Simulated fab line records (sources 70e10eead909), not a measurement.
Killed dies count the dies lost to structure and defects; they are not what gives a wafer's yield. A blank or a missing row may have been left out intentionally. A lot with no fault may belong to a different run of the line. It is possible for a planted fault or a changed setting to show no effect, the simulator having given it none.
fab line records	flow nandHarc
[record] lots = 24	wafers = 72	lastDay = 25
route steps=1159 shown A_WL_FILL@811 A_CONTACT@860
lots with no fault: from the same line, run without faults
startH: hours from the record's opening day to when the first of the lot's shown wafers began	waitH: hours from the lot's prior step to this one	" unchanged from the row above	L1.1+2: a row that stands for several wafers	- no value, or no start given	* or withheld: withheld	< > ~ a bound
route shown NAME@n: NAME is a module with steps in the file, n the number in the route of the first one	usual: average and standard deviation across the fault-free wafers	same: alike in all rows	chamber/n: place in a boat	sites: the reading at each site	_std_site: how widely they spread, as a standard deviation	_edge_site: the outer-site mean with the inner-site mean subtracted	radiusMm: for every site, how far away it sits from the centre of the wafer	mask NAME#n: copy n	behind: the last tool/chamber to shape the wafer	hold: what put the lot on hold/how long, in hours/how the hold closed	device: the n, p or np transistor that did not switch	end of line: the same wafers' tests at the end of the route	a step with no rows: only its recipe	killed: dies that structure and defects cost at the first sort, which is not the same as the wafer's yield	map: dies across one wafer; x = killed, . = not, _ = none there
set.NAME: the run value of the setting; set.NAME@STEP: its run value at that earlier step	model.NAME: the simulator's own value behind a step, which no gauge read
one table for each step of the route and one row for each wafer, over a sample of lots
services: the hour from which a tool's chamber was out of use, counted from the record's first day as startH (under 0 if before that day), plus the number of hours and why
[[steps]]
[step NHARC_A_WL_FILL_ALD_02]
[recipe] targetThkA = 20	pulseTimeS = 3	aldCycles = 100	tempC = 450	material = TiN
[usual] heaterPowerOuterW = 671/50	heaterPowerW = 1066/79	precursorPulseHeightRel = 1.004/0.019
lot.wafer	tool	chamber	startH	waitH	heaterPowerOuterW	heaterPowerW	precursorPulseHeightRel
L074.4	aldMetal-03	0	338.22	0.3	751	1152	0.979
L074.5	"	1	"	"	693	1123	1.004
L074.6	"	2	"	"	675	1108	1.005
L075.3	aldMetal-01	1	342.86	0.2	564	992	1.027
L075.5	"	0	"	"	593	902	0.996
L075.6	"	2	"	"	650	1009	0.973
L078.2	aldMetal-03	1	342.90	0.3	690	1108	0.993
L078.6	"	2	"	"	676	1073	1.012
L078.5	"	0	"	"	743	1169	1.053
L076.1	aldMetal-04	0	342.98	0.2	720	1139	0.978
L076.4	"	0	"	"	724	1188	1.002
L076.6	"	3	"	"	727	1106	1.013
L077.3	aldMetal-01	0	347.83	0.2	602	909	1.012
L077.1	"	1	"	"	568	986	1.002
L077.5	"	1	"	"	563	975	1.019
L079.2	aldMetal-01	0	365.46	0.2	613	902	0.972
L079.1	"	1	"	"	572	991	1.009
L079.6	"	0	"	"	612	914	1.000
L081.3	aldMetal-04	1	365.62	0.1	684	1044	1.012
L081.4	"	2	"	"	642	993	0.994
L081.6	"	2	"	"	671	1020	1.001
L080.2	aldMetal-01	0	370.48	0.2	602	934	1.004
L080.3	"	1	"	"	582	1022	1.012
L080.1	"	3	"	"	645	992	1.019
L082.1	aldMetal-03	2	382.87	0.2	680	1075	1.013
L082.4	"	2	"	"	698	1083	1.021
L082.5	"	1	"	"	670	1122	1.022
L083.2	aldMetal-01	3	396.09	0.2	664	968	0.976
L083.4	"	0	"	"	605	949	1.020
L083.5	"	1	"	"	569	1002	1.027
L084.1	aldMetal-03	1	396.10	0.3	668	1102	1.018
L084.5	"	2	"	"	664	1098	1.018
L084.4	"	0	"	"	739	1178	0.985
L086.3	aldMetal-03	3	419.37	0.1	635	1045	1.034
L086.2	"	1	"	"	682	1114	0.998
L086.1	"	2	"	"	694	1081	1.005
L088.4	aldMetal-04	2	419.71	0.2	671	1033	0.997
L088.6	"	3	"	"	732	1084	0.983
L088.5	"	0	"	"	729	1159	1.015
L087.4	aldMetal-04	1	426.76	0.1	659	1054	1.023
L087.6	"	0	"	"	722	1177	1.006
L087.5	"	1	"	"	659	1020	0.984
L085.4	aldMetal-04	2	437.80	0.1	675	1027	0.997
L085.5	"	2	"	"	675	1046	0.969
L085.6	"	3	"	"	714	1119	0.999
L093.2	aldMetal-03	0	441.81	0.2	748	1205	1.042
L093.3	"	1	"	"	687	1113	0.997
L093.1	"	3	"	"	634	1060	0.998
L090.4	aldMetal-04	3	441.83	0.1	698	1102	0.972
L090.2	"	0	"	"	716	1177	0.995
L090.5	"	0	"	"	726	1212	0.979
L095.2	aldMetal-03	2	442.04	0.2	684	1087	1.014
L095.4	"	0	"	"	744	1185	0.991
L095.6	"	2	"	"	682	1090	1.021
L091.2	aldMetal-01	0	442.08	0.3	601	915	0.980
L091.4	"	1	"	"	580	999	0.984
L091.6	"	0	"	"	613	899	1.027
L089.3	aldMetal-04	1	445.11	0.1	676	1055	1.039
L089.1	"	0	"	"	735	1194	0.991
L089.6	"	1	"	"	653	1019	1.017
L092.3	aldMetal-03	2	445.27	0.2	701	1101	0.991
L092.2	"	3	"	"	643	1050	1.021
L092.6	"	1	"	"	663	1135	0.946
L094.1	aldMetal-01	0	456.12	0.4	608	931	0.998
L094.6	"	3	"	"	650	954	1.008
L094.4	"	0	"	"	597	894	0.970
L096.2	aldMetal-04	0	461.96	0.3	737	1191	0.970
L096.3	"	3	"	"	724	1106	1.013
L096.5	"	1	"	"	658	1038	1.017
L097.2	aldMetal-03	1	462.02	0.3	672	1128	1.011
L097.1	"	0	"	"	745	1225	1.031
L097.6	"	2	"	"	698	1074	1.015
[step NHARC_A_WL_FILL_ALD_10]
[recipe] targetThkA = 500	pulseTimeS = 10	aldCycles = 500	tempC = 300	material = SiO2
[usual] heaterPowerOuterW = 259/27	heaterPowerW = 463/37	precursorPulseHeightRel = 1.000/0.021
lot.wafer	tool	chamber	startH	waitH	heaterPowerOuterW	heaterPowerW	precursorPulseHeightRel
L074.4	aldHk-04	0	354.01	1.6	231	441	0.991
L074.5	"	1	"	"	247	455	0.982
L074.6	"	2	"	"	239	435	1.033
L075.3	aldHk-02	1	355.56	0.0	214	377	0.955
L075.5	"	1	357.62	2.1	217	383	1.012
L075.6	"	2	"	"	252	454	0.998
L078.2	aldHk-04	1	355.56	0.1	249	451	0.968
L078.5	"	1	357.63	2.1	248	454	0.996
L078.6	"	2	"	"	246	433	1.007
L076.1	aldHk-02	2	359.68	4.2	244	462	0.996
L076.4	"	3	"	"	336	524	0.993
L076.6	"	0	"	"	286	473	0.989
L077.1	aldHk-01	3	363.62	3.1	283	477	0.988
L077.3	"	0	364.65	4.2	298	527	0.983
L077.5	"	1	365.69	5.2	267	505	1.007
L079.1	aldHk-01	1	376.46	0.1	264	507	1.021
L079.2	"	3	377.50	1.1	279	484	1.050
L079.6	"	1	378.54	2.1	269	503	0.973
L081.4	aldHk-04	2	385.29	1.9	245	432	0.966
L081.3	"	3	"	"	278	485	1.006
L081.6	"	1	386.82	3.4	244	462	0.967
L080.1	aldHk-04	3	394.66	1.9	288	485	0.997
L080.3	"	0	"	"	225	427	1.008
L080.2	"	1	"	"	243	444	0.970
L082.4	aldHk-01	1	400.62	0.1	267	513	1.051
L082.1	"	2	"	"	264	488	1.007
L082.5	"	2	403.22	2.6	258	499	0.999
L083.2	aldHk-04	1	408.95	0.6	248	449	0.988
L083.4	"	2	"	"	241	432	0.976
L083.5	"	1	411.00	2.6	248	453	0.985
L084.1	aldHk-01	3	408.96	0.6	280	466	1.034
L084.4	"	0	"	"	316	535	1.029
L084.5	"	2	410.53	2.1	262	489	1.010
L086.1	aldHk-01	2	434.26	0.1	234	451	1.030
L086.2	"	0	435.27	1.1	303	503	1.020
L086.3	"	1	"	"	283	521	0.990
L087.4	aldHk-04	1	434.26	0.1	247	461	0.996
L087.5	"	1	436.33	2.1	246	461	0.988
L087.6	"	2	"	"	247	430	0.988
L088.4	aldHk-02	3	434.77	0.6	326	539	1.002
L088.6	"	2	436.30	2.1	249	459	0.988
L088.5	"	3	"	"	320	541	0.991
L085.4	aldHk-04	1	448.02	0.6	254	455	0.968
L085.6	"	0	449.57	2.1	226	421	1.030
L085.5	"	1	"	"	253	451	1.023
L093.2	aldHk-04	3	451.19	0.1	280	499	0.975
L093.3	"	0	"	"	222	425	1.012
L093.1	"	1	"	"	244	440	0.987
L091.4	aldHk-02	0	453.01	1.9	279	463	0.981
L091.2	"	3	456.07	4.9	333	547	0.996
L091.6	"	0	457.09	5.9	282	465	1.016
L090.2	aldHk-01	2	454.39	3.3	236	441	0.988
L090.4	"	3	"	"	266	431	1.034
L090.5	"	1	455.96	4.8	279	502	0.954
L095.2	aldHk-04	1	458.50	1.1	244	458	0.999
L095.4	"	3	459.54	2.1	288	492	1.012
L095.6	"	1	460.57	3.2	240	461	0.990
L089.1	aldHk-04	3	464.53	2.4	282	499	1.002
L089.3	"	1	465.57	3.5	256	444	0.987
L089.6	"	3	466.61	4.5	289	496	0.998
L092.3	aldHk-01	0	466.96	1.5	293	511	0.985
L092.2	"	1	"	"	275	520	1.014
L092.6	"	3	468.51	3.0	278	451	1.029
L094.1	aldHk-04	0	468.18	2.7	222	425	1.000
L094.4	"	1	"	"	254	454	1.029
L094.6	"	3	469.76	4.3	291	496	1.015
L097.1	aldHk-01	1	475.81	0.3	284	518	1.003
L097.2	"	2	"	"	241	452	0.992
L097.6	"	1	477.85	2.3	279	516	0.997
L096.3	aldHk-04	0	476.09	0.6	229	419	0.973
L096.2	"	2	477.13	1.6	242	444	1.011
L096.5	"	3	"	"	283	501	1.005
[step NHARC_A_CONTACT_ETCH_50]
[recipe] targetDepthA = 847	timeS = 42.4	cf4FlowSccm = 100	chf3FlowSccm = 30	arFlowSccm = 0	rfW = 500	biasW = 200	chemistry = CF4/CHF3
[usual] biasW = 200.0/0.56	drypumpMotorCurrentA = 5.7/0.39	oesProductAu = 0.949/0.021	rfVppV = 371.2/2.1	showerheadPlenumPTorr = 1.59/0.059	throttleValvePct = 16.802/0.0089
lot.wafer	tool	chamber	startH	waitH	biasW	drypumpMotorCurrentA	oesProductAu	rfHoursCounterH	rfVppV	showerheadPlenumPTorr	throttleValvePct
L074.4	rieDiel-03	2	-	-	200.0	5.4	0.914	26	372.0	1.63	16.815
L074.5	"	3	"	"	199.7	6.4	0.929	-	372.1	1.62	16.791
L074.6	"	0	"	"	200.5	5.4	0.926	-	368.3	1.48	16.794
L078.2	rieDiel-03	2	-	-	199.4	5.4	0.912	27	373.4	1.63	16.797
L078.6	"	0	"	"	199.6	5.4	0.928	-	367.0	1.49	16.787
L078.5	"	1	"	"	199.9	5.5	0.929	-	373.6	1.67	16.806
L075.3	rieDiel-03	1	-	-	199.8	5.5	0.942	25	373.4	1.67	16.801
L075.5	"	1	"	"	200.4	5.6	0.945	-	374.4	1.67	16.810
L075.6	"	2	"	"	199.7	5.4	0.954	-	374.0	1.63	16.804
L076.4	rieDiel-11	0	-	-	198.5	5.3	0.950	4	369.6	1.56	16.794
L076.1	"	1	"	"	199.0	5.6	0.956	3	371.4	1.60	16.798
L076.6	"	2	"	"	200.6	6.0	0.970	-	372.9	1.67	16.802
L077.3	rieDiel-11	1	-	-	199.7	5.5	0.982	6	371.0	1.60	16.807
L077.1	"	2	"	"	199.2	6.1	0.991	7	373.5	1.67	16.798
L077.5	"	1	"	"	201.2	5.5	0.985	-	371.4	1.60	16.809
L079.1	rieDiel-03	3	-	-	200.4	6.4	0.978	0	372.8	1.62	16.812
L079.2	"	2	"	"	199.7	5.4	0.952	0	370.2	1.63	16.799
L079.6	"	3	"	"	200.7	6.3	0.989	-	372.2	1.62	16.804
L081.3	rieDiel-04	2	-	-	200.4	5.6	0.933	45	368.4	1.52	16.796
L081.4	"	0	"	"	199.6	5.9	0.945	44	372.1	1.60	16.801
L081.6	"	1	"	"	198.9	5.0	0.925	-	370.2	1.54	16.798
L080.2	rieDiel-03	2	-	-	200.3	5.4	0.940	2	371.3	1.63	16.802
L080.3	"	3	"	"	199.1	6.4	0.963	2	371.9	1.62	16.815
L080.1	"	0	"	"	199.9	5.4	0.963	2	368.0	1.48	16.800
L082.1	rieDiel-11	3	-	-	200.7	5.9	0.975	17	372.0	1.60	16.796
L082.4	"	2	"	"	201.0	6.1	0.973	17	372.5	1.67	16.794
L082.5	"	0	"	"	199.2	5.3	0.984	-	369.8	1.56	16.792
L084.4	rieDiel-03	0	-	-	200.0	5.4	0.982	4	368.3	1.48	16.808
L084.1	"	1	"	"	200.3	5.5	0.971	2	373.5	1.67	16.804
L084.5	"	0	"	"	199.0	5.4	0.969	-	366.5	1.48	16.792
L083.4	rieDiel-04	2	-	-	199.5	5.6	0.920	55	369.2	1.52	16.813
L083.2	"	3	"	"	199.8	6.1	0.933	54	370.7	1.57	16.810
L083.5	"	1	"	"	200.6	5.0	0.926	-	369.3	1.54	16.813
L088.4	rieDiel-03	3	-	-	200.1	6.3	0.962	9	372.5	1.62	16.797
L088.6	"	3	"	"	200.7	6.3	0.960	-	373.2	1.62	16.793
L088.5	"	0	"	"	200.0	5.4	0.960	-	367.8	1.48	16.801
L086.3	rieDiel-04	3	-	-	199.8	6.2	0.925	63	369.1	1.57	16.791
L086.1	"	1	"	"	199.9	5.0	0.927	64	370.0	1.54	16.807
L086.2	"	2	"	"	201.1	5.6	0.930	65	368.4	1.52	16.805
L087.4	rieDiel-11	0	-	-	200.4	5.2	0.923	29	369.7	1.55	16.812
L087.6	"	3	"	"	199.5	5.9	0.934	-	369.9	1.60	16.800
L087.5	"	0	"	"	199.7	5.3	0.934	-	370.3	1.55	16.789
L085.4	rieDiel-03	3	-	-	200.1	6.4	0.955	11	371.7	1.62	16.798
L085.6	"	3	"	"	200.6	6.4	0.963	-	372.9	1.62	16.793
L085.5	"	0	"	"	199.8	5.4	0.937	-	368.2	1.48	16.827
L090.4	rieDiel-11	0	-	-	201.0	5.3	0.929	34	369.8	1.55	16.799
L090.2	"	1	"	"	199.8	5.5	0.933	31	372.6	1.59	16.792
L090.5	"	3	"	"	200.1	5.9	0.925	-	371.4	1.60	16.800
L093.3	rieDiel-03	0	-	-	199.3	5.4	0.919	12	368.5	1.48	16.806
L093.2	"	1	"	"	200.2	5.5	0.931	10	372.4	1.67	16.813
L093.1	"	2	"	"	200.3	5.4	0.918	12	373.8	1.62	16.789
L091.2	rieDiel-03	2	-	-	200.2	5.4	0.954	14	371.8	1.62	16.796
L091.6	"	3	"	"	199.7	6.3	0.960	-	372.1	1.62	16.796
L091.4	"	0	"	"	199.6	5.4	0.956	-	367.8	1.48	16.806
L095.4	rieDiel-11	0	-	-	199.5	5.3	0.920	41	369.9	1.55	16.796
L095.2	"	3	"	"	200.6	5.9	0.927	39	372.5	1.60	16.800
L095.6	"	0	"	"	200.1	5.3	0.922	-	371.0	1.55	16.807
L092.2	rieDiel-03	2	-	-	200.0	5.4	0.937	15	371.8	1.62	16.815
L092.3	"	0	"	"	199.7	5.4	0.937	16	368.3	1.48	16.805
L092.6	"	2	"	"	199.8	5.4	0.935	-	372.4	1.62	16.809
L089.3	rieDiel-11	2	-	-	200.2	6.0	0.976	40	372.9	1.66	16.812
L089.1	"	0	"	"	199.3	5.3	0.941	42	369.1	1.55	16.801
L089.6	"	3	"	"	199.9	5.9	0.950	-	371.8	1.59	16.797
L094.1	rieDiel-04	2	-	-	201.1	5.6	0.971	8	368.4	1.52	16.802
L094.4	"	3	"	"	200.1	6.2	0.954	10	371.9	1.57	16.795
L094.6	"	2	"	"	200.5	5.6	0.967	-	369.5	1.52	16.803
L097.1	rieDiel-03	2	-	-	199.3	5.4	0.951	16	371.9	1.62	16.825
L097.2	"	0	"	"	199.8	5.4	0.962	18	366.5	1.48	16.801
L097.6	"	2	"	"	200.2	5.4	0.953	-	373.4	1.62	16.799
L096.2	rieDiel-04	3	-	-	200.3	6.2	0.952	13	370.7	1.57	16.801
L096.3	"	0	"	"	201.0	6.0	0.979	13	370.0	1.59	16.791
L096.5	"	3	"	"	200.4	6.2	0.960	-	370.4	1.57	16.803
[step NHARC_A_CONTACT_ETCH_118]
[recipe] sourceW = withheld	pressureMtorr = 20	biasV = 3000	timeS = 94	targetDepthA = 9220	arFlowSccm = withheld	c4f8FlowSccm = withheld	o2FlowSccm = withheld	chemistry = C4F8/O2/Ar
lot.wafer	tool	chamber	startH	waitH	rfHoursCounterH
L074.4	harCapEtch-03	1	377.66	0.1	-
L074.6	"	1	"	"	-
L074.5	"	0	"	"	-
L078.2	harCapEtch-01	0	379.67	0.1	57
L078.5	"	1	"	"	-
L078.6	"	0	"	"	-
L075.3	harCapEtch-02	0	383.84	0.1	-
L075.5	"	1	"	"	-
L075.6	"	0	"	"	-
L076.1	harCapEtch-01	0	390.43	0.1	60
L076.4	"	1	"	"	-
L076.6	"	0	"	"	-
L077.1	harCapEtch-01	1	398.70	0.1	62
L077.3	"	0	"	"	-
L077.5	"	1	"	"	-
L079.1	harCapEtch-03	1	404.10	0.1	86
L079.2	"	0	"	"	86
L079.6	"	0	"	"	-
L081.3	harCapEtch-02	1	409.60	0.1	-
L081.4	"	0	"	"	-
L081.6	"	0	"	"	-
L080.2	harCapEtch-02	1	416.47	0.1	17
L080.1	"	0	"	"	17
L080.3	"	1	"	"	-
L082.1	harCapEtch-03	0	424.23	0.1	89
L082.4	"	0	"	"	-
L082.5	"	1	"	"	-
L084.1	harCapEtch-03	1	430.12	0.1	91
L084.4	"	0	"	"	-
L084.5	"	1	"	"	-
L083.2	harCapEtch-02	1	430.49	0.1	20
L083.4	"	0	"	"	-
L083.5	"	1	"	"	-
L088.4	harCapEtch-03	0	459.43	0.1	-
L088.6	"	1	"	"	-
L088.5	"	0	"	"	-
L086.1	harCapEtch-02	0	460.24	0.1	23
L086.2	"	1	"	"	23
L086.3	"	1	"	"	-
L087.4	harCapEtch-01	1	464.15	0.1	-
L087.5	"	0	"	"	-
L087.6	"	1	"	"	-
L085.4	harCapEtch-01	1	472.76	0.1	-
L085.5	"	0	"	"	-
L085.6	"	1	"	"	-
L090.2	harCapEtch-02	0	474.56	0.1	25
L090.4	"	1	"	"	-
L090.5	"	0	"	"	-
L093.1	harCapEtch-01	0	476.41	0.1	73
L093.2	"	1	"	"	73
L093.3	"	1	"	"	-
L091.2	harCapEtch-02	0	485.01	0.1	27
L091.4	"	1	"	"	-
L091.6	"	0	"	"	-
L095.2	harCapEtch-03	1	487.04	0.1	100
L095.4	"	0	"	"	-
L095.6	"	1	"	"	-
L092.2	harCapEtch-03	0	492.94	0.1	101
L092.3	"	1	"	"	-
L092.6	"	1	"	"	-
L089.1	harCapEtch-01	0	493.13	0.1	77
L089.3	"	1	"	"	-
L089.6	"	1	"	"	-
L094.1	harCapEtch-02	1	498.24	0.1	30
L094.4	"	0	"	"	-
L094.6	"	0	"	"	-
L097.2	harCapEtch-01	1	503.56	0.1	80
L097.1	"	0	"	"	80
L097.6	"	1	"	"	-
L096.2	harCapEtch-03	1	507.31	0.1	105
L096.3	"	1	"	"	-
L096.5	"	0	"	"	-
[step NHARC_A_CONTACT_ETCH_120]
[recipe] sourceW = withheld	pressureMtorr = 20	biasV = 3000	timeS = 94	targetDepthA = 9220	arFlowSccm = withheld	c4f8FlowSccm = withheld	o2FlowSccm = withheld	chemistry = C4F8/O2/Ar
lot.wafer	tool	chamber	startH	waitH	rfHoursCounterH
L074.4	harCapEtch-03	1	377.84	0.1	-
L074.6	"	1	"	"	-
L074.5	"	0	"	"	-
L078.2	harCapEtch-01	0	379.85	0.1	57
L078.5	"	1	"	"	-
L078.6	"	0	"	"	-
L075.3	harCapEtch-02	0	384.02	0.1	-
L075.5	"	1	"	"	-
L075.6	"	0	"	"	-
L076.1	harCapEtch-01	0	390.61	0.1	60
L076.4	"	1	"	"	-
L076.6	"	0	"	"	-
L077.1	harCapEtch-01	1	398.88	0.1	62
L077.3	"	0	"	"	-
L077.5	"	1	"	"	-
L079.1	harCapEtch-03	1	404.29	0.1	86
L079.2	"	0	"	"	86
L079.6	"	0	"	"	-
L081.3	harCapEtch-02	1	409.78	0.1	-
L081.4	"	0	"	"	-
L081.6	"	0	"	"	-
L080.2	harCapEtch-02	1	416.66	0.1	17
L080.1	"	0	"	"	17
L080.3	"	1	"	"	-
L082.1	harCapEtch-03	0	424.41	0.1	90
L082.4	"	0	"	"	-
L082.5	"	1	"	"	-
L084.1	harCapEtch-03	1	430.31	0.1	91
L084.4	"	0	"	"	-
L084.5	"	1	"	"	-
L083.2	harCapEtch-02	1	430.67	0.1	20
L083.4	"	0	"	"	-
L083.5	"	1	"	"	-
L088.4	harCapEtch-03	0	459.62	0.1	-
L088.6	"	1	"	"	-
L088.5	"	0	"	"	-
L086.1	harCapEtch-02	0	460.42	0.1	23
L086.2	"	1	"	"	23
L086.3	"	1	"	"	-
L087.4	harCapEtch-01	1	464.33	0.1	-
L087.5	"	0	"	"	-
L087.6	"	1	"	"	-
L085.4	harCapEtch-01	1	472.95	0.1	-
L085.5	"	0	"	"	-
L085.6	"	1	"	"	-
L090.2	harCapEtch-02	0	474.74	0.1	26
L090.4	"	1	"	"	-
L090.5	"	0	"	"	-
L093.1	harCapEtch-01	0	476.59	0.1	73
L093.2	"	1	"	"	73
L093.3	"	1	"	"	-
L091.2	harCapEtch-02	0	485.19	0.1	28
L091.4	"	1	"	"	-
L091.6	"	0	"	"	-
L095.2	harCapEtch-03	1	487.22	0.1	100
L095.4	"	0	"	"	-
L095.6	"	1	"	"	-
L092.2	harCapEtch-03	0	493.13	0.1	101
L092.3	"	1	"	"	-
L092.6	"	1	"	"	-
L089.1	harCapEtch-01	0	493.31	0.1	77
L089.3	"	1	"	"	-
L089.6	"	1	"	"	-
L094.1	harCapEtch-02	1	498.42	0.1	30
L094.4	"	0	"	"	-
L094.6	"	0	"	"	-
L097.2	harCapEtch-01	1	503.75	0.1	80
L097.1	"	0	"	"	80
L097.6	"	1	"	"	-
L096.2	harCapEtch-03	1	507.49	0.1	105
L096.3	"	1	"	"	-
L096.5	"	0	"	"	-
[step NHARC_A_CONTACT_ETCH_123]
[recipe] sourceW = withheld	pressureMtorr = 20	biasV = 400	timeS = 253	targetDepthA = 10900	arFlowSccm = withheld	c4f8FlowSccm = 11.5	o2FlowSccm = 7.2	chemistry = C4F8/O2/Ar
lot.wafer	tool	chamber	startH	waitH	rfHoursCounterH
L074.4	harCapEtch-03	1	378.19	0.2	-
L074.6	"	1	"	"	-
L074.5	"	0	"	"	-
L078.2	harCapEtch-01	0	380.16	0.1	57
L078.5	"	1	"	"	-
L078.6	"	0	"	"	-
L075.3	harCapEtch-02	0	384.41	0.2	-
L075.5	"	1	"	"	-
L075.6	"	0	"	"	-
L076.1	harCapEtch-01	0	390.93	0.1	60
L076.4	"	1	"	"	-
L076.6	"	0	"	"	-
L077.1	harCapEtch-01	1	399.20	0.1	62
L077.3	"	0	"	"	-
L077.5	"	1	"	"	-
L079.1	harCapEtch-03	1	404.56	0.1	87
L079.2	"	0	"	"	87
L079.6	"	0	"	"	-
L081.3	harCapEtch-02	1	410.12	0.2	-
L081.4	"	0	"	"	-
L081.6	"	0	"	"	-
L080.2	harCapEtch-02	1	416.93	0.1	18
L080.1	"	0	"	"	18
L080.3	"	1	"	"	-
L082.1	harCapEtch-03	0	424.72	0.1	90
L082.4	"	0	"	"	-
L082.5	"	1	"	"	-
L084.1	harCapEtch-03	1	430.62	0.1	91
L084.4	"	0	"	"	-
L084.5	"	1	"	"	-
L083.2	harCapEtch-02	1	430.94	0.1	20
L083.4	"	0	"	"	-
L083.5	"	1	"	"	-
L088.4	harCapEtch-03	0	460.01	0.2	-
L088.6	"	1	"	"	-
L088.5	"	0	"	"	-
L086.1	harCapEtch-02	0	460.70	0.1	23
L086.2	"	1	"	"	23
L086.3	"	1	"	"	-
L087.4	harCapEtch-01	1	464.73	0.2	-
L087.5	"	0	"	"	-
L087.6	"	1	"	"	-
L085.4	harCapEtch-01	1	473.33	0.2	-
L085.5	"	0	"	"	-
L085.6	"	1	"	"	-
L090.2	harCapEtch-02	0	475.01	0.1	26
L090.4	"	1	"	"	-
L090.5	"	0	"	"	-
L093.1	harCapEtch-01	0	476.87	0.1	74
L093.2	"	1	"	"	74
L093.3	"	1	"	"	-
L091.2	harCapEtch-02	0	485.50	0.1	28
L091.4	"	1	"	"	-
L091.6	"	0	"	"	-
L095.2	harCapEtch-03	1	487.49	0.1	100
L095.4	"	0	"	"	-
L095.6	"	1	"	"	-
L092.2	harCapEtch-03	0	493.40	0.1	101
L092.3	"	1	"	"	-
L092.6	"	1	"	"	-
L089.1	harCapEtch-01	0	493.58	0.1	77
L089.3	"	1	"	"	-
L089.6	"	1	"	"	-
L094.1	harCapEtch-02	1	498.73	0.1	30
L094.4	"	0	"	"	-
L094.6	"	0	"	"	-
L097.2	harCapEtch-01	1	504.02	0.1	80
L097.1	"	0	"	"	80
L097.6	"	1	"	"	-
L096.2	harCapEtch-03	1	507.77	0.1	105
L096.3	"	1	"	"	-
L096.5	"	0	"	"	-
[[services]]
tool	chamber	startH	hours	kind
aldMetal-01	-	321.74	0.9	repair
aldMetal-03	-	322.00	10.0	pm
aldHk-04	-	324.43	1.1	repair
aldMetal-03	3	336.51	70.4	repair
aldMetal-01	3	336.82	20.2	repair
harCapEtch-01	-	339.83	1.1	repair
aldMetal-04	2	339.90	3.6	repair
rieDiel-11	3	350.25	3.7	repair
harCapEtch-02	-	354.05	0.3	repair
aldMetal-01	2	355.49	19.5	repair
aldMetal-03	-	373.89	0.6	repair
rieDiel-11	2	399.95	2.8	repair
aldMetal-01	2	402.72	64.0	repair
aldMetal-03	1	402.96	13.7	repair
aldMetal-04	-	406.00	10.0	pm
aldHk-01	-	412.56	10.0	pm
rieDiel-03	1	413.39	7.9	repair
harCapEtch-01	-	427.59	2.5	repair
aldHk-01	-	428.77	0.7	repair
aldHk-04	-	431.25	0.4	repair
rieDiel-11	1	442.47	8.3	repair
aldMetal-04	-	453.12	0.9	repair
aldMetal-01	-	458.01	10.0	pm
aldMetal-03	-	500.00	10.0	pm
[[key]]
fault none
